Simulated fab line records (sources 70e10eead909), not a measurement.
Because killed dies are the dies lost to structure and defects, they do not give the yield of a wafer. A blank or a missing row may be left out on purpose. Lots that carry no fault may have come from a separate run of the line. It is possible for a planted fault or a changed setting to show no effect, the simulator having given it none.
One fault through the eyes of 2 desks + flow nand_harc + what lay behind the numbers comes last; until then each desk has only its own

== FROM THE METROLOGY DESK ==
What the gauges read, lot by lot, whatever tool the lot ran on: means of the sampled wafers that have a number. If a lot's mean is further than 4 standard deviations from the usual mean, the lot is out of limits and carries the mark OUT (the distance appears in the brackets).
Columns: A = thk_nm at NHARC_P_BONDPAD_THK_MEAS_20, usual 160.5 nm; B = thk_nm at NHARC_A_ONON_D1_THK_MEAS_24, usual 1000 nm
| lot  | first seen here | A     | B             |
|------|-----------------|-------|---------------|
| L242 | day 6 01:31     | 161.8 | 991           |
| L243 | day 6 23:38     | 160.7 | 1009          |
| L244 | day 7 00:43     | 160.7 | 978           |
| L246 | day 7 08:56     | 160.7 | 1024          |
| L248 | day 8 06:05     | 161.0 | 1011          |
| L250 | day 8 07:11     | 161.4 | 1000          |
| L252 | day 8 16:05     | 162.2 | 1004          |
| L251 | day 8 17:16     | 161.5 | 980           |
| L253 | day 9 18:43     | 160.8 | 980           |
| L256 | day 9 19:47     | 161.8 | 994           |
| L254 | day 9 20:28     | 159.5 | 1019          |
| L260 | day 10 23:22    | 158.8 | 669 (-30) OUT |
| L262 | day 11 08:25    | 160.0 | 780 (-20) OUT |
| L264 | day 11 20:10    | 160.2 | 990           |
This desk finds L260, L262 out of limits, L260 being first, at day 12 14:53 (thk_nm at NHARC_A_ONON_D1_THK_MEAS_24). L242, L243, L244, L246, L248, L250, L252, L251, L253, L256, L254, L264: within limits.

== THE DEFECT DESK ==
What the inspections along the route counted, lot by lot: means of the sampled wafers that have a number. If a lot's mean is further than 4 standard deviations from the usual mean, the lot is out of limits and carries the mark OUT (the distance appears in the brackets).
Columns: A = raw_defect_count at NHARC_A_ONON_D1_INSPECT_32, usual 68
| lot  | first seen here | A  |
|------|-----------------|----|
| L242 | day 7 14:06     | 99 |
| L243 | day 8 12:51     | 57 |
| L244 | day 8 13:06     | 70 |
| L246 | day 8 22:41     | 51 |
| L250 | day 9 21:11     | 48 |
| L248 | day 9 21:15     | 64 |
| L252 | day 10 12:04    | 62 |
| L251 | day 10 12:15    | 42 |
| L256 | day 11 06:47    | 59 |
| L254 | day 11 06:56    | 58 |
| L253 | day 11 07:11    | 59 |
| L260 | day 12 16:34    | 57 |
| L262 | day 12 23:25    | 51 |
| L264 | day 13 06:32    | 70 |
This desk found nothing out of limits on any of the 14 lots.

== PUT TOGETHER ==
At day 12 14:53 the metrology desk could have sounded an alarm, on L260, L262.
No out-of-limits result turned up at the defect desk.
The defect desk has L260, L262 on record, within its limits.
All the named lots went through NHARC_A_ONON_D1_DEP_22 on pecvd_onon-02.

== WHAT HAD BEEN PUT IN BY THE SIMULATOR ==
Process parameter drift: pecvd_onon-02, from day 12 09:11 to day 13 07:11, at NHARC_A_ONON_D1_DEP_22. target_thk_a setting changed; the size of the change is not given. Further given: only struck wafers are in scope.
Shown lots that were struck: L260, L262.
Hours from the fault's start to each desk's first reading out of limits: the metrology desk, 6.
